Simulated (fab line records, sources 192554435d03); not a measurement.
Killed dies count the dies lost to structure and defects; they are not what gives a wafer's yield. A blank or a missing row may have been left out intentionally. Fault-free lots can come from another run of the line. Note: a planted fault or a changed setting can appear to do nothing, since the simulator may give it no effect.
2 desks, one fault / flow n5_finfet / only its own numbers are on each desk; what lay behind them is given at the end

## DESK OF THE TOOL OWNER: rie_diel-03
The tool's own readings at N5_BEOL_M6_STRIP_36 (strips in N2/H2): means of the sampled wafers that have a number, for each lot that ran on this tool. Any lot whose mean is over 4 standard deviations away from the usual mean is out of limits and marked OUT; that distance is given in the brackets.
Columns: A = chamber_pressure_mTorr at N5_BEOL_M6_STRIP_36, usual 20.00 mTorr; B = drypump_motor_current_A at N5_BEOL_M6_STRIP_36, usual 6.0 A; C = oes_product_au at N5_BEOL_M6_STRIP_36, usual 0.78 a.u.; D = rf_vpp_V at N5_BEOL_M6_STRIP_36, usual 59.4 V; E = showerhead_plenum_p_Torr at N5_BEOL_M6_STRIP_36, usual 2.60 Torr; F = temp_c at N5_BEOL_M6_STRIP_36, usual 40.01 C; G = throttle_valve_pct at N5_BEOL_M6_STRIP_36, usual 23.6 %
lot=L261; first seen here=day 11 00:20; A=20.02; B=5.9; C=0.82; D=60.4; E=2.64; F=40.00; G=23.9
lot=L259; first seen here=day 11 00:44; A=19.98; B=6.6; C=0.78; D=59.2; E=2.62; F=40.05; G=23.3
lot=L267; first seen here=day 12 11:50; A=20.01; B=6.1; C=0.79; D=61.8; E=2.67; F=39.96; G=23.8
lot=L268; first seen here=day 13 01:07; A=19.98; B=6.2; C=0.77; D=61.1; E=2.53; F=39.92; G=23.6
lot=L270; first seen here=day 13 03:07; A=20.00; B=6.6; C=0.75; D=59.4; E=2.61; F=39.91; G=23.3
lot=L275; first seen here=day 14 11:16; A=20.02; B=6.3; C=0.80; D=60.7; E=2.56; F=40.08; G=23.6
lot=L278; first seen here=day 14 23:58; A=20.00; B=6.3; C=0.77; D=60.2; E=2.62; F=40.05; G=23.6
lot=L279; first seen here=day 15 09:56; A=20.00; B=6.3; C=0.76; D=58.5; E=2.62; F=40.00; G=23.6
This desk found nothing out of limits on any of the 8 lots.

## FROM THE METROLOGY DESK
Means of the sampled wafers that have a number, per lot and without regard to the tool the lot ran on: this is what the gauges read. Any lot whose mean is over 4 standard deviations away from the usual mean is out of limits and marked OUT; that distance is given in the brackets.
Columns: A = PAD_OVL at N5_PASSIVATION_OVL_MEAS_63, usual 1 nm
lot=L261; first seen here=day 14 12:39; A=-1
lot=L259; first seen here=day 14 18:11; A=2
lot=L262; first seen here=day 14 20:13; A=9
lot=L265; first seen here=day 15 16:17; A=-3
lot=L267; first seen here=day 16 04:18; A=5
lot=L268; first seen here=day 16 16:04; A=4
lot=L270; first seen here=day 17 00:03; A=-1
lot=L275; first seen here=day 18 03:52; A=4
lot=L278; first seen here=day 18 10:50; A=2
lot=L279; first seen here=day 19 15:26; A=4
This desk found nothing out of limits on any of the 10 lots.

## PUT TOGETHER
The tool owner's desk saw nothing out of limits.
At the metrology desk, nothing out of limits was observed.

## WHAT HAD BEEN PUT IN BY THE SIMULATOR
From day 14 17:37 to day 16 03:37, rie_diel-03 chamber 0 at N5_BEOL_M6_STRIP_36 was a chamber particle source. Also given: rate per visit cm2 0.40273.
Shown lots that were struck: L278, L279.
